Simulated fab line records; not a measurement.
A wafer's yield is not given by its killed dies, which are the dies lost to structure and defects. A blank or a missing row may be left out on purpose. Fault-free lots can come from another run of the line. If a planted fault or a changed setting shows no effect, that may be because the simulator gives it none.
Which of the tools did it?    flow n5-finfet    Sampling: 10 lots, 27 wafers, 2 of 1938 route steps

## WHAT EACH GAUGE READ, for each wafer
N5_BEOL_M0_SAQP_CD_MEAS_40 targets a cd of 30 nm.
lot   measured      on         cd-nm (nm)
L465  day 6 02:23   cd-sem-01  30.15 29.86 30.11
L469  day 7 01:46   cd-sem-02  29.94 29.40 29.50
L475  day 8 16:47   cd-sem-02  30.08 29.84 30.03
L478  day 9 12:50   cd-sem-02  30.06 30.23 29.99
L477  day 9 18:33   cd-sem-03  30.09 30.22 30.38
L481  day 10 08:50  cd-sem-03  29.59 30.17
L482  day 10 13:22  cd-sem-01  30.16 30.72
L484  day 11 02:42  cd-sem-02  30.40 30.12
L485  day 11 03:44  cd-sem-02  30.58 30.36 30.30
L486  day 11 09:39  cd-sem-01  30.23 30.42 30.14

## EACH LOT AND THE TOOL THAT RAN IT (in order: tool; ch and the chambers of the sampled wafers; start)
lot   N5_BEOL_M0_SAQP_SPACER2_ETCHBACK_27
L465  rie-diel-01 ch 0,3, day 6 01:52
L469  rie-diel-03 ch 1,2, day 7 01:08
L475  rie-diel-01 ch 1,3, day 8 16:17
L478  rie-diel-04 ch 0,1,3, day 9 12:18
L477  rie-diel-01 ch 0,1,2, day 9 18:02
L481  rie-diel-03 ch 0,2, day 10 08:10
L482  rie-diel-04 ch 1,3, day 10 12:44
L484  rie-diel-04 ch 1,2, day 11 02:11
L485  rie-diel-04 ch 0,1,3, day 11 03:13
L486  rie-diel-01 ch 0,1, day 11 09:09
- N5_BEOL_M0_SAQP_SPACER2_ETCHBACK_27: etches SiO2 in CHF3/O2, target depth 22.5 nm, time 11.25 s.

## THE ANSWER, worked out from the rows above alone
Rule: usual is defined by the lots themselves. Put in order of their means at a reading, lots are off if they are a third of the lots or fewer, leave a main group of 4 or more, and stand apart from it by a gap of 3 or more times the standard deviation of the main group's means; of several such gaps the widest counts. If all means in a main group match to the digits the tables above print for the reading, that group is not used. Also off: a lot with no number at a reading for which 4 or more lots have one. Any other lot the step has rows for is counted as sound.
None of the lots is off at any reading shown; this tells nothing.

## WHAT THE SIMULATOR HAD INSERTED
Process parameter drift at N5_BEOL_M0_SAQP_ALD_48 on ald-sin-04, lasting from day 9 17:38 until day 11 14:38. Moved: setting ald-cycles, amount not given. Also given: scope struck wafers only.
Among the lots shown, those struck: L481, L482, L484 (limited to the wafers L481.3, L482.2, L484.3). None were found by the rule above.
